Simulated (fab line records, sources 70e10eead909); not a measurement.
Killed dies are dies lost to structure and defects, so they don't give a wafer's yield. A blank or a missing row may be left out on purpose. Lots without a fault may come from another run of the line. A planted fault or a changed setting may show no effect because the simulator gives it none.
Chamber matching | flow nand_harc | NHARC_A_STAIRCASE_DESCUM_270 on rie_diel-09: 4 sister chambers
The step chemistry O2, time 3 s. 14 wafers are shown with their chamber, then 7 later ones without.

WAFERS WITH THEIR CHAMBER
wafer  | chamber | showerhead_plenum_p_Torr (Torr) | throttle_valve_pct (%) | rf_vpp_V (V)
L077.3 | 0       | 2.05                            | 11.311                 | 58.5
L077.4 | 2       | 1.99                            | 11.316                 | 59.6
L077.6 | 2       | 1.99                            | 11.302                 | 57.8
L082.3 | 2       | 1.99                            | 11.324                 | 58.3
L082.4 | 0       | 2.04                            | 11.316                 | 58.0
L082.6 | 1       | 1.93                            | 11.327                 | 58.1
L083.2 | 0       | 2.04                            | 11.314                 | 57.5
L083.4 | 3       | 1.83                            | 11.305                 | 58.1
L083.6 | 1       | 1.93                            | 11.306                 | 57.0
L083.1 | 1       | 1.93                            | 11.328                 | 58.9
L083.3 | 2       | 1.99                            | 11.315                 | 58.4
L083.5 | 0       | 2.04                            | 11.319                 | 56.9
L088.1 | 3       | 1.82                            | 11.308                 | 58.4
L088.4 | 0       | 2.04                            | 11.318                 | 58.4

SIGNATURES (means of the wafers above)
reading                  | chamber 0 | chamber 1 | chamber 2 | chamber 3 | scatter within a chamber
showerhead_plenum_p_Torr | 2.0420    | 1.9300    | 1.9900    | 1.8250    | 0.00361
throttle_valve_pct       | 11.31560  | 11.32033  | 11.31425  | 11.30650  | 0.00777
rf_vpp_V                 | 57.860    | 58.000    | 58.525    | 58.250    | 0.734
Rule: a wafer's distance from a chamber is the root of the sum, over the readings, of the square of ((its reading less the chamber's mean) divided by the reading's scatter). The wafer belongs to the nearest chamber; if the next one is less than 2 further off, it can't be placed. The scatter: the root of (the sum of the squares of (reading less its chamber's mean) over the shown wafers, divided by (wafers less chambers)).

WAFERS WITHOUT THEIR CHAMBER
wafer  | showerhead_plenum_p_Torr (Torr) | throttle_valve_pct (%) | rf_vpp_V (V)
L088.5 | 1.82                            | 11.317                 | 57.3
L093.3 | 2.03                            | 11.315                 | 59.2
L093.4 | 1.82                            | 11.317                 | 57.7
L093.6 | 1.92                            | 11.321                 | 57.8
L095.2 | 1.82                            | 11.305                 | 59.9
L095.3 | 2.03                            | 11.308                 | 58.9
L095.6 | 1.92                            | 11.297                 | 57.7

WHICH CHAMBER EACH WENT THROUGH
wafer  | from the rows above | in truth
L088.5 | 3                   | 3
L093.3 | 0                   | 0
L093.4 | 3                   | 3
L093.6 | 1                   | 1
L095.2 | 3                   | 3
L095.3 | 0                   | 0
L095.6 | 1                   | 1
Placed correctly: 7 of 7. Can't be placed from these rows: 0. Placed wrongly: 0.
